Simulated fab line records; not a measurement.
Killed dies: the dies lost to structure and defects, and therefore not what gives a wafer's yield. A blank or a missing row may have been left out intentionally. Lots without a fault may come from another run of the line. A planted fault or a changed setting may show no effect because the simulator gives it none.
fab line records	flow n5-finfet
record: lots: 14	wafers: 41	last-day: 17
route steps=1938 shown GATE_CUT@501 MOL_CONTACT_COAG@524
lots that met no fault: from a run of the same line without faults
start-h: start of the lot's first displayed wafer, in hours after the record's first day	wait-h: hours elapsed since this lot's preceding step	" the same as in the row above	L1.1+2: a row that stands for several wafers	- no value, or no start was given	* or withheld: withheld	< > ~ a bound
route shown NAME@n: a module of which the file shows steps, and the number in the route of the first	usual: mean/standard deviation of fault-free wafers	same: alike in all rows	chamber/n: place in a boat	sites: per-site readings	_std_site: the standard deviation of these	_edge_site: mean of outer sites minus mean of inner sites	radius-mm: for every site, how far away it sits from the centre of the wafer	mask NAME#n: copy n	behind: the most recent tool/chamber to have shaped the wafer	hold: why the lot went on hold/how many hours it stayed there/how the hold came to an end	device: names the non-switching transistor (n, p or np)	end of line: tests of these same wafers at the route's end	where a step has no rows: the recipe by itself	killed: dies lost to structure and defects at the first sort, not the wafer's yield	map: a wafer's dies, marking killed ones x, the rest . and places with no die _
set.NAME: the setting as run; set.NAME@STEP: as run at that earlier step	model.NAME: the simulator's own value behind a step, which no gauge read
steps of the route over a sample of lots; a table a step, a row a wafer
services: the hour from which a tool's chamber was out of use, counted from the record's first day as start-h (under 0 if before that day), plus the number of hours and why
== steps ==
step: N5_GATE_CUT_CUT_ETCH_54
recipe: chemistry: Cl2/BCl3	target: TiN	mask-material: SiO2	target-depth-a: 967	pressure-mtorr: 10	icp-w: 1000	bias-w: 126	Cl2_flow_sccm: 53.25	bcl3-flow-sccm: 21.75	Ar_flow_sccm: 25	ends: cleared
usual: drypump-motor-current-A: 5.8/0.41	etch-rf-on-time-s: 37.5/1	mfc-cl2-sccm: 53.25/0.18	oes-product-au: 0.71/0.088	throttle-valve-pct: 22.11/0.19
lot.wafer	tool	chamber	start-h	wait-h	drypump-motor-current-A	etch-rf-on-time-s	mfc-cl2-sccm	oes-product-au	rf-hours-counter-h	throttle-valve-pct
L781.2	rie-metal-01	1	86.80	0.0	5.5	37.5	53.08	0.53	135	22.22
L781.3	"	1	"	"	5.6	37.7	53.06	0.53	-	22.25
L781.5	"	0	"	"	5.8	35.9	53.36	0.71	-	22.02
L782.1	rie-metal-03	0	89.60	0.0	5.3	37.6	53.17	0.81	10	21.98
L782.3	"	0	"	"	5.3	37.3	53.18	0.81	-	21.96
L782.5	"	1	"	"	5.6	36.1	53.19	0.59	-	22.49
L783.1	rie-metal-03	1	95.08	0.0	5.6	36.5	53.59	0.59	108	22.49
L783.3	"	1	"	"	5.6	36.2	53.19	0.60	-	22.51
L783.5	"	1	"	"	5.6	36.3	53.32	0.59	-	22.49
L786.1	rie-metal-02	0	116.94	0.0	6.6	38.4	53.77	0.76	17	21.91
L786.3	"	1	"	"	5.8	39.1	53.09	0.78	-	22.13
L786.6	"	0	"	"	6.6	38.2	53.43	0.77	-	21.91
L787.1	rie-metal-02	0	124.04	0.0	6.6	37.9	53.26	0.76	18	21.90
L787.3	"	0	"	"	6.6	37.8	53.37	0.77	-	21.90
L787.5	"	1	"	"	5.8	38.7	53.56	0.77	-	22.08
L788.2	rie-metal-01	0	126.50	0.0	5.9	36.8	53.36	0.69	45	22.05
L788.3	"	0	"	"	5.8	36.8	53.19	0.69	-	22.05
L788.5	"	0	"	"	5.8	36.9	53.15	0.69	-	22.05
L789.1	rie-metal-01	1	136.37	0.0	5.6	38.4	53.28	0.51	140	22.25
L789.2	"	0	"	"	5.9	36.3	53.20	0.69	46	22.05
L789.3	"	0	"	"	5.9	36.4	53.05	0.69	-	22.03
L795.1	rie-metal-01	0	167.49	0.1	5.9	36.8	53.24	0.68	50	22.06
L795.3	"	0	"	"	5.9	36.7	53.25	0.68	-	22.06
L795.5	"	0	"	"	5.9	36.8	53.29	0.68	-	22.06
L796.4	rie-metal-03	1	174.32	0.0	5.6	36.6	53.19	0.58	-	22.50
L796.5	"	0	"	"	5.4	37.2	53.13	0.77	-	21.98
L796.6	"	1	"	"	5.6	36.1	53.15	0.58	-	22.51
L797.1	rie-metal-02	1	179.07	0.0	5.8	39.1	53.12	0.74	14	22.12
L797.2	"	0	"	"	6.6	37.9	53.17	0.75	23	21.91
L797.5	"	1	"	"	5.8	38.7	53.41	0.75	-	22.10
L799.2	rie-metal-01	0	191.99	0.0	5.8	36.2	53.06	0.68	53	22.05
L799.5	"	1	"	"	5.6	35.4	53.25	0.87	-	22.01
L799.6	"	0	"	"	5.9	36.4	53.16	0.67	-	22.06
L800.2	rie-metal-03	0	201.08	0.0	5.3	37.1	53.55	0.78	19	22.00
L800.4	"	0	"	"	5.3	37.3	53.26	0.77	-	22.00
L800.5	"	1	"	"	5.6	36.5	53.08	0.57	-	22.50
L801.1	rie-metal-03	0	205.41	0.0	5.4	38.2	53.19	0.76	19	21.99
L801.4	"	0	"	"	5.3	37.9	53.33	0.77	-	21.99
L801.6	"	1	"	"	5.6	36.4	53.45	0.58	-	22.52
L804.5	rie-metal-01	0	228.98	0.0	5.8	36.6	53.21	0.66	-	22.07
L804.6	"	1	"	"	5.5	36.1	53.33	0.82	-	22.02
step: N5_GATE_CUT_VAPOR_ETCH_51
recipe: chemistry: BCl3/Cl2	target: HfO2	mode: isotropic
usual: drypump-motor-current-A: 5.8/0.41	oes-product-au: 0.79/0.11
lot.wafer	tool	chamber	start-h	wait-h	drypump-motor-current-A	oes-product-au
L781.2	rie-metal-01	1	86.98	0.0	5.6	0.58
L781.3	"	1	"	"	5.6	0.58
L781.5	"	0	"	"	5.9	0.77
L782.1	rie-metal-03	0	89.78	0.0	5.3	0.90
L782.3	"	0	"	"	5.3	0.91
L782.5	"	1	"	"	5.6	0.65
L783.1	rie-metal-03	1	95.26	0.0	5.6	0.65
L783.3	"	1	"	"	5.6	0.65
L783.5	"	1	"	"	5.6	0.65
L786.1	rie-metal-02	0	117.12	0.0	6.6	0.86
L786.3	"	1	"	"	5.8	0.88
L786.6	"	0	"	"	6.6	0.86
L787.1	rie-metal-02	0	124.22	0.0	6.6	0.85
L787.3	"	0	"	"	6.6	0.85
L787.5	"	1	"	"	5.8	0.88
L788.2	rie-metal-01	0	126.68	0.0	5.9	0.75
L788.3	"	0	"	"	5.8	0.75
L788.5	"	0	"	"	5.8	0.76
L789.1	rie-metal-01	1	136.55	0.0	5.5	0.57
L789.2	"	0	"	"	5.8	0.75
L789.3	"	0	"	"	5.8	0.75
L795.1	rie-metal-01	0	167.85	0.1	5.9	0.74
L795.3	"	0	"	"	5.8	0.74
L795.5	"	0	"	"	5.9	0.75
L796.4	rie-metal-03	1	174.49	0.0	5.6	0.64
L796.5	"	0	"	"	5.3	0.88
L796.6	"	1	"	"	5.6	0.63
L797.1	rie-metal-02	1	179.25	0.0	5.8	0.85
L797.2	"	0	"	"	6.6	0.83
L797.5	"	1	"	"	5.8	0.85
L799.2	rie-metal-01	0	192.17	0.0	5.8	0.75
L799.5	"	1	"	"	5.5	0.96
L799.6	"	0	"	"	5.8	0.75
L800.2	rie-metal-03	0	201.26	0.0	5.3	0.87
L800.4	"	0	"	"	5.4	0.87
L800.5	"	1	"	"	5.6	0.63
L801.1	rie-metal-03	0	205.59	0.0	5.3	0.86
L801.4	"	0	"	"	5.4	0.87
L801.6	"	1	"	"	5.6	0.63
L804.5	rie-metal-01	0	229.14	0.0	5.9	0.73
L804.6	"	1	"	"	5.5	0.92
step: N5_GATE_CUT_CMP_43
recipe: material: SiO2	post-cmp-clean: rinse-only
usual: motor-current-A: 11.9/1.2
lot.wafer	tool	chamber	start-h	wait-h	motor-current-A
L781.3	cmp-04	0	89.68	0.1	9.9
L781.2	"	1	"	"	14.1
L781.5	"	0	"	"	10.3
L782.3	cmp-03	1	91.88	0.1	12.3
L782.1	"	3	"	"	10.5
L782.5	"	0	"	"	11.8
L783.3	cmp-01	1	98.38	0.0	12.8
L783.1	"	0	"	"	11.6
L783.5	"	1	"	"	13.5
L786.3	cmp-04	1	119.22	0.1	14.2
L786.1	"	3	"	"	11.9
L786.6	"	1	"	"	13.9
L787.3	cmp-04	1	126.87	0.2	14.3
L787.1	"	2	"	"	13.2
L787.5	"	3	"	"	12.6
L788.2	cmp-03	3	128.72	0.0	11.0
L788.3	"	0	"	"	12.4
L788.5	"	3	"	"	11.2
L789.3	cmp-03	3	138.86	0.1	11.2
L789.2	"	0	"	"	12.2
L789.1	"	1	"	"	11.5
L795.3	cmp-04	3	170.04	0.1	12.6
L795.1	"	1	"	"	14.3
L795.5	"	2	"	"	13.0
L796.4	cmp-03	3	176.74	0.3	11.9
L796.5	"	0	"	"	11.8
L796.6	"	1	"	"	11.6
L797.1	cmp-04	3	181.58	0.2	13.2
L797.2	"	0	"	"	10.3
L797.5	"	1	"	"	14.7
L799.2	cmp-03	2	194.21	0.0	10.8
L799.5	"	2	"	"	10.7
L799.6	"	3	"	"	11.1
L800.4	cmp-04	0	203.44	0.2	10.4
L800.2	"	1	"	"	12.8
L800.5	"	3	"	"	13.1
L801.4	cmp-01	3	207.69	0.1	11.5
L801.1	"	0	"	"	11.5
L801.6	"	3	"	"	11.2
L804.5	cmp-01	0	231.46	0.3	11.3
L804.6	"	1	"	"	13.3
step: N5_MOL_CONTACT_COAG_PEB_06
recipe: peb-temp-c: 100	peb-time-s: 60	resist: CAR-EUV
usual: chill-plate-temp-C: 23.02/0.096	exhaust-pa: 45.0/0.88
lot.wafer	tool	chamber	start-h	wait-h	chill-plate-temp-C	exhaust-pa
L781.2	litho-track-01	0	90.67	0.1	23.14	45.3
L781.3	"	0	"	"	23.09	46.6
L781.5	"	0	"	"	22.98	46.1
L782.1	litho-track-02	0	92.86	0.1	23.02	46.2
L782.3	"	0	"	"	23.17	46.0
L782.5	"	0	"	"	23.00	44.0
L783.1	litho-track-02	0	99.45	0.1	23.04	46.1
L783.3	"	0	"	"	22.97	44.1
L783.5	"	0	"	"	23.12	44.4
L786.1	litho-track-02	0	120.21	0.1	22.97	45.1
L786.3	"	0	"	"	23.03	44.1
L786.6	"	0	"	"	22.90	44.5
L787.1	litho-track-02	0	127.65	0.1	23.07	44.6
L787.3	"	0	"	"	22.83	45.0
L787.5	"	0	"	"	23.00	44.0
L788.2	litho-track-04	-	129.66	0.0	-	-
L788.3	"	-	"	"	-	-
L788.5	"	-	"	"	-	-
L789.1	litho-track-02	-	139.85	0.1	-	-
L789.2	"	-	"	"	-	-
L789.3	"	-	"	"	-	-
L795.1	litho-track-02	0	170.90	0.1	23.17	46.2
L795.3	"	0	"	"	23.14	44.8
L795.5	"	0	"	"	23.05	45.2
L796.4	litho-track-04	0	177.57	0.0	23.19	44.0
L796.5	"	0	"	"	22.93	45.8
L796.6	"	0	"	"	22.99	45.6
L797.1	litho-track-04	0	182.70	0.1	22.98	45.6
L797.2	"	0	"	"	23.04	44.8
L797.5	"	0	"	"	23.01	43.9
L799.2	litho-track-01	0	195.16	0.0	23.04	44.9
L799.5	"	0	"	"	22.89	44.5
L799.6	"	0	"	"	23.25	46.3
L800.2	litho-track-04	0	204.33	0.0	23.06	45.5
L800.4	"	0	"	"	23.00	45.3
L800.5	"	0	"	"	22.94	44.5
L801.1	litho-track-01	0	208.55	0.1	22.88	45.7
L801.4	"	0	"	"	23.07	43.7
L801.6	"	0	"	"	22.98	45.0
L804.5	litho-track-04	0	232.21	0.0	23.01	46.1
L804.6	"	0	"	"	23.03	46.3
== services ==
tool	chamber	start-h	hours	kind
cmp-04	-	65.48	4.4	repair
cmp-01	-	65.68	3.9	repair
cmp-04	-	74.95	1.3	repair
cmp-04	-	81.02	0.5	repair
litho-track-02	-	92.12	-	consumable-replace:filter
cmp-01	-	106.98	32.5	repair
litho-track-01	-	120.50	-	consumable-replace:filter
rie-metal-01	1	155.69	-	clean
rie-metal-01	1	155.69	22.2	scheduled-down
rie-metal-01	1	155.69	22.2	vent-cycle
rie-metal-02	-	156.51	1.4	pm
cmp-01	-	171.90	0.8	repair
cmp-04	-	183.56	0.9	repair
cmp-01	-	196.55	4.0	pm
cmp-01	-	200.55	-	consumable-replace:conditioner
cmp-01	-	200.55	-	consumable-replace:pad
cmp-03	-	203.50	4.0	pm
cmp-03	-	207.50	-	consumable-replace:conditioner
cmp-03	-	207.50	-	consumable-replace:pad
cmp-01	-	213.32	1.2	repair
cmp-03	-	218.71	1.1	repair
cmp-03	-	221.52	5.1	pm
rie-metal-03	-	228.42	2.8	pm
== key ==
first-sign: step: N5_MOL_CONTACT_COAG_PEB_06	reading: tool-record	direction: missing
effect none on later readings
met-at N5_MOL_CONTACT_COAG_PEB_06
struck-lots L788,L789
later-rows-left-out L788.2,L788.3,L788.5,L789.1,L789.2,L789.3
sort-left-out L788.2,L788.3,L788.5,L789.1,L789.2,L789.3
not-acting-at N5_GATE_CUT_CUT_ETCH_54,N5_GATE_CUT_VAPOR_ETCH_51,N5_GATE_CUT_CMP_43
onset-between 127.65 129.66
fault: kind: skipped-step-whole	tool: litho-track-02,litho-track-04	chamber: -	onset-h: 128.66	steps: N5_MOL_CONTACT_COAG_PEB_06	scope: struck-lots-only
sort-left-out: the simulated sort isn't trusted on such a fault, so these wafers' sort isn't shown, and their yield isn't known
later-rows-left-out: the simulator's readings of these wafers behind a module that went badly wrong aren't trusted and aren't shown, but for the sort
